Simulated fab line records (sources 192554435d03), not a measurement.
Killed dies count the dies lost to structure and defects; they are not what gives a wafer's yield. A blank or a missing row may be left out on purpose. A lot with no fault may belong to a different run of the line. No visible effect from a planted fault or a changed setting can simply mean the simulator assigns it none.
Matching of chambers | flow n5Finfet | N5_GATE_CUT_HM_DEP_46 on pecvd-01 has 3 sister chambers
The step deposits SiO2 from TEOS/O2, target thk 130 nm, time 26.6 s. 3 wafers are shown with their chamber, then 9 later ones without.

== WAFERS WITH THEIR CHAMBER ==
wafer  | chamber | throttleValvePct (%)
L078.1 | 0       | 18.6
L084.2 | 1       | 19.6
L084.4 | 2       | 18.3

== WAFERS WITH NO CHAMBER GIVEN ==
wafer  | throttleValvePct (%)
L092.1 | 18.2
L092.2 | 18.3
L092.5 | 18.3
L093.3 | 18.4
L093.4 | 19.6
L093.6 | 18.2
L095.1 | 19.8
L095.4 | 19.3
L095.6 | 18.4

== WHICH CHAMBER EACH WENT THROUGH ==
wafer  | from the rows above     | in truth
L092.1 | 2                       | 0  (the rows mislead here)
L092.2 | 2                       | 2
L092.5 | 2                       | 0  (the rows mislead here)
L093.3 | can't be placed: 2 or 0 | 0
L093.4 | 1                       | 1
L093.6 | 2                       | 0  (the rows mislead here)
L095.1 | 1                       | 1
L095.4 | 1                       | 1
L095.6 | can't be placed: 2 or 0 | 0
Correctly placed: 4 of 9. Cannot be placed on the basis of these rows: 2; the candidates contain the true chamber in 2. Number placed wrongly: 3.
How it was worked out, from the rows above alone: a wafer's distance from a chamber is the root of the sum, over the readings, of the square of ((its reading less the chamber's mean) divided by the reading's scatter). The wafer belongs to the nearest chamber; if the next one is less than 2 further off, it can't be placed. Each chamber's mean is taken over the wafers shown for it. The scatter: root of mean squared gap, hidden wafer to nearest shown wafer, with one shown wafer a chamber.
